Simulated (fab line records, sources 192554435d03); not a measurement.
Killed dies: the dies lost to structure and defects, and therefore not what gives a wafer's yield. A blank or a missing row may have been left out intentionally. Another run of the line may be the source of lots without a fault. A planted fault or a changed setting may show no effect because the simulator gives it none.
Lot-split experiment / flow n5 finfet / 37 wafers read across 7 lots, on a route 1938 steps long

## ON THE SPLIT
At N5_BEOL_M8_ETCH_62 (etches SOC in N2/H2, target depth 110 nm, overetch 22 nm, time 165 s), the setting time s was moved away from the recipe's 165 s on 7 of the 37 wafers read, by -32.9% to -19.0%. All remaining wafers had this setting at the recipe value.

## FROM THE SPLIT TO THE READING: what the file shows between them, 9 steps
- N5_BEOL_M8_STRIP_68: strips in N2/H2
- N5_BEOL_M8_STRIP_67: strips in CF4
- N5_BEOL_M8_STRIP_69: strips in N2/H2
- N5_BEOL_M8_STRIP_73: strips in N2/H2
- N5_BEOL_M8_VIA_ETCH_34: etches SiCOH lowk in C4F6/O2, target depth 125.5 nm, time 50.5 s
- N5_BEOL_M8_STRIP_76: strips in C4F6/O2
- N5_BEOL_M8_STRIP_36: strips in N2/H2
- N5_BEOL_M8_ETCH_41: etches SiCN in CH3F/O2, target depth 31.9 nm, time 57.8 s
- N5_BEOL_M8_STRIP_80: strips in N2/H2, time 10 s

## THE READING
trench depth nm, in nm, at N5_BEOL_M8_OCD_MEAS_38. A value of 93.2 nm with a standard deviation of 1.5 nm is what fault-free wafers of this fab line usually give.

wafer=L078.1; tool, chamber at the split=rie diel-01, 0; time s as run, s=165; against the recipe=recipe; trench depth nm, nm=94.2; against lot-mates on the recipe=-
wafer=L078.2; tool, chamber at the split=rie diel-01, 3; time s as run, s=115.6; against the recipe=-29.9%; trench depth nm, nm=0.5; against lot-mates on the recipe=-93.7
wafer=L078.3; tool, chamber at the split=rie diel-01, 1; time s as run, s=115.6; against the recipe=-29.9%; trench depth nm, nm=9.0; against lot-mates on the recipe=-85.2
wafer=L078.4; tool, chamber at the split=rie diel-01, 2; time s as run, s=165; against the recipe=recipe; trench depth nm, nm=94.6; against lot-mates on the recipe=-
wafer=L078.5; tool, chamber at the split=rie diel-01, 1; time s as run, s=165; against the recipe=recipe; trench depth nm, nm=93.8; against lot-mates on the recipe=-
wafer=L078.6; tool, chamber at the split=rie diel-01, 0; time s as run, s=115.6; against the recipe=-29.9%; trench depth nm, nm=3.6; against lot-mates on the recipe=-90.6
wafer=L075.1; tool, chamber at the split=rie diel-04, 0; time s as run, s=165; against the recipe=recipe; trench depth nm, nm=94.8; against lot-mates on the recipe=-
wafer=L075.3; tool, chamber at the split=rie diel-04, 2; time s as run, s=165; against the recipe=recipe; trench depth nm, nm=91.8; against lot-mates on the recipe=-
wafer=L075.4; tool, chamber at the split=rie diel-04, 1; time s as run, s=165; against the recipe=recipe; trench depth nm, nm=92.0; against lot-mates on the recipe=-
wafer=L077.1; tool, chamber at the split=rie diel-03, 1; time s as run, s=165; against the recipe=recipe; trench depth nm, nm=94.1; against lot-mates on the recipe=-
wafer=L077.2; tool, chamber at the split=rie diel-03, 0; time s as run, s=165; against the recipe=recipe; trench depth nm, nm=92.3; against lot-mates on the recipe=-
wafer=L077.3; tool, chamber at the split=rie diel-03, 2; time s as run, s=165; against the recipe=recipe; trench depth nm, nm=95.0; against lot-mates on the recipe=-
wafer=L077.4; tool, chamber at the split=rie diel-03, 3; time s as run, s=165; against the recipe=recipe; trench depth nm, nm=92.2; against lot-mates on the recipe=-
wafer=L077.5; tool, chamber at the split=rie diel-03, 1; time s as run, s=165; against the recipe=recipe; trench depth nm, nm=91.9; against lot-mates on the recipe=-
wafer=L077.6; tool, chamber at the split=rie diel-03, 0; time s as run, s=165; against the recipe=recipe; trench depth nm, nm=92.9; against lot-mates on the recipe=-
wafer=L079.1; tool, chamber at the split=rie diel-01, 2; time s as run, s=165; against the recipe=recipe; trench depth nm, nm=95.3; against lot-mates on the recipe=-
wafer=L079.2; tool, chamber at the split=rie diel-01, 0; time s as run, s=165; against the recipe=recipe; trench depth nm, nm=93.7; against lot-mates on the recipe=-
wafer=L079.3; tool, chamber at the split=rie diel-01, 1; time s as run, s=165; against the recipe=recipe; trench depth nm, nm=92.7; against lot-mates on the recipe=-
wafer=L079.4; tool, chamber at the split=rie diel-01, 3; time s as run, s=165; against the recipe=recipe; trench depth nm, nm=94.5; against lot-mates on the recipe=-
wafer=L079.5; tool, chamber at the split=rie diel-01, 2; time s as run, s=165; against the recipe=recipe; trench depth nm, nm=93.1; against lot-mates on the recipe=-
wafer=L079.6; tool, chamber at the split=rie diel-01, 3; time s as run, s=165; against the recipe=recipe; trench depth nm, nm=95.7; against lot-mates on the recipe=-
wafer=L082.1; tool, chamber at the split=rie diel-03, 0; time s as run, s=165; against the recipe=recipe; trench depth nm, nm=92.8; against lot-mates on the recipe=-
wafer=L082.2; tool, chamber at the split=rie diel-03, 1; time s as run, s=110.7; against the recipe=-32.9%; trench depth nm, nm=0; against lot-mates on the recipe=-92.7
wafer=L082.5; tool, chamber at the split=rie diel-03, 0,1; time s as run, s=165; against the recipe=recipe; trench depth nm, nm=92.4; against lot-mates on the recipe=-
wafer=L082.6; tool, chamber at the split=rie diel-03, 0,1; time s as run, s=165; against the recipe=recipe; trench depth nm, nm=92.9; against lot-mates on the recipe=-
wafer=L081.1; tool, chamber at the split=rie diel-04, 3; time s as run, s=165; against the recipe=recipe; trench depth nm, nm=92.0; against lot-mates on the recipe=-
wafer=L081.2; tool, chamber at the split=rie diel-04, 1; time s as run, s=165; against the recipe=recipe; trench depth nm, nm=93.0; against lot-mates on the recipe=-
wafer=L081.3; tool, chamber at the split=rie diel-04, 2; time s as run, s=165; against the recipe=recipe; trench depth nm, nm=92.1; against lot-mates on the recipe=-
wafer=L081.4; tool, chamber at the split=rie diel-04, 3; time s as run, s=165; against the recipe=recipe; trench depth nm, nm=94.0; against lot-mates on the recipe=-
wafer=L081.5; tool, chamber at the split=rie diel-04, 2; time s as run, s=165; against the recipe=recipe; trench depth nm, nm=92.2; against lot-mates on the recipe=-
wafer=L081.6; tool, chamber at the split=rie diel-04, 1; time s as run, s=165; against the recipe=recipe; trench depth nm, nm=91.5; against lot-mates on the recipe=-
wafer=L084.1; tool, chamber at the split=rie diel-01, 3; time s as run, s=165; against the recipe=recipe; trench depth nm, nm=94.5; against lot-mates on the recipe=-
wafer=L084.2; tool, chamber at the split=rie diel-01, 0; time s as run, s=133.7; against the recipe=-19.0%; trench depth nm, nm=94.8; against lot-mates on the recipe=+0.3
wafer=L084.3; tool, chamber at the split=rie diel-01, 2; time s as run, s=165; against the recipe=recipe; trench depth nm, nm=95.3; against lot-mates on the recipe=-
wafer=L084.4; tool, chamber at the split=rie diel-01, 1; time s as run, s=133.7; against the recipe=-19.0%; trench depth nm, nm=91.1; against lot-mates on the recipe=-3.4
wafer=L084.5; tool, chamber at the split=rie diel-01, 2; time s as run, s=165; against the recipe=recipe; trench depth nm, nm=93.6; against lot-mates on the recipe=-
wafer=L084.6; tool, chamber at the split=rie diel-01, 3; time s as run, s=133.7; against the recipe=-19.0%; trench depth nm, nm=94.3; against lot-mates on the recipe=-0.2
When a row names more than one chamber, that row covers several wafers, and the file does not tell which wafer ran in which chamber.

FIT RESULTS
A straight line over all 37 wafers: trench depth nm changes by +2.34 nm for each +1% of time s; r = +0.87; the points scatter about the line by 14 nm.
The same after taking each lot's own level away (the mean of its wafers on the recipe; 37 wafers): +2.36 nm for each +1%; r = +0.87; scatter 14 nm.
On that fit, the largest move of time s shifts the reading by 78 nm.
Measured against the standard deviation above, the lots' own levels, which go from 92.47 to 94.47 nm, span 1.3 times it.
The two slopes are in agreement: the lot-to-lot level therefore moves the slope only a little.
Check: with one of the wafers moved furthest among these (-32.9%) left out of the fit, the line predicts -71.4 nm for it against its lot-mates. Against them it came out at -92.7 nm.

## THE WHOLE CHAIN: every reading that the file lists as answering this split, in the file's order
step=N5_BEOL_M8_ETCH_62; what it does=etches SOC in N2/H2, target depth 110 nm, overetch 22 nm, time 165 s; reading=etch.depth nm (the simulator's own value, which no gauge read); change (the file's fit)=+0.225 nm for each +1% of the setting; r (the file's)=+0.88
step=N5_BEOL_M8_ETCH_62; what it does=etches SOC in N2/H2, target depth 110 nm, overetch 22 nm, time 165 s; reading=SiARC_of_BEOL_M8_COAT_60.thk nm (the simulator's own value, which no gauge read); change (the file's fit)=-0.0627 nm for each +1% of the setting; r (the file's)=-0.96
step=N5_BEOL_M8_VIA_ETCH_34; what it does=etches SiCOH lowk in C4F6/O2, target depth 125.5 nm, time 50.5 s; reading=oes product au; change (the file's fit)=+0.0145 a.u. for each +1% of the setting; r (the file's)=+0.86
step=N5_BEOL_M8_OCD_MEAS_38; what it does=; reading=trench depth nm; change (the file's fit)=+2.36 nm for each +1% of the setting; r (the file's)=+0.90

## FILE'S OWN FIT
trench depth nm changes by +2.36 nm for each +1% of time s, r = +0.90.
